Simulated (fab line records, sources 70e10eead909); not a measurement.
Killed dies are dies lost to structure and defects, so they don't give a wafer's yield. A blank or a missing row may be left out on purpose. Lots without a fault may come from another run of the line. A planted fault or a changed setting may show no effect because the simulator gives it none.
Chamber matching | flow nand_harc | NHARC_P_ZERO_WELL_ETCH_65 on rie_diel-04: 4 sister chambers
The step etches the open film in N2/H2, target depth 80 nm, overetch 24 nm, time 87.88 s. 4 wafers are shown with their chamber, then 7 later ones without.

WAFERS WITH THEIR CHAMBER
wafer  | chamber | rf_vpp_V (V)
L076.4 | 3       | 428.2
L082.3 | 2       | 429.5
L082.6 | 0       | 436.0
L083.5 | 1       | 433.3

WAFERS WITHOUT THEIR CHAMBER
wafer  | rf_vpp_V (V)
L083.6 | 430.8
L085.2 | 427.7
L085.4 | 430.6
L085.6 | 433.1
L095.1 | 430.9
L095.5 | 427.8
L095.6 | 430.7

WHICH CHAMBER EACH WENT THROUGH
wafer  | from the rows above          | in truth
L083.6 | can't be placed: 2 or 1 or 3 | 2
L085.2 | can't be placed: 3 or 2      | 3
L085.4 | can't be placed: 2 or 3 or 1 | 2
L085.6 | 1                            | 1
L095.1 | can't be placed: 2 or 1 or 3 | 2
L095.5 | can't be placed: 3 or 2      | 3
L095.6 | can't be placed: 2 or 3 or 1 | 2
Placed correctly: 1 of 7. Can't be placed from these rows: 6 (the true chamber is among the candidates in 6). Placed wrongly: 0.
How it was worked out, from the rows above alone: a wafer's distance from a chamber is the root of the sum, over the readings, of the square of ((its reading less the chamber's mean) divided by the reading's scatter). The wafer belongs to the nearest chamber; if the next one is less than 2 further off, it can't be placed. A chamber's mean is the mean of its shown wafers. The scatter: with one shown wafer a chamber, the root of the mean of the squares of how far each hidden wafer lies from its nearest shown one.
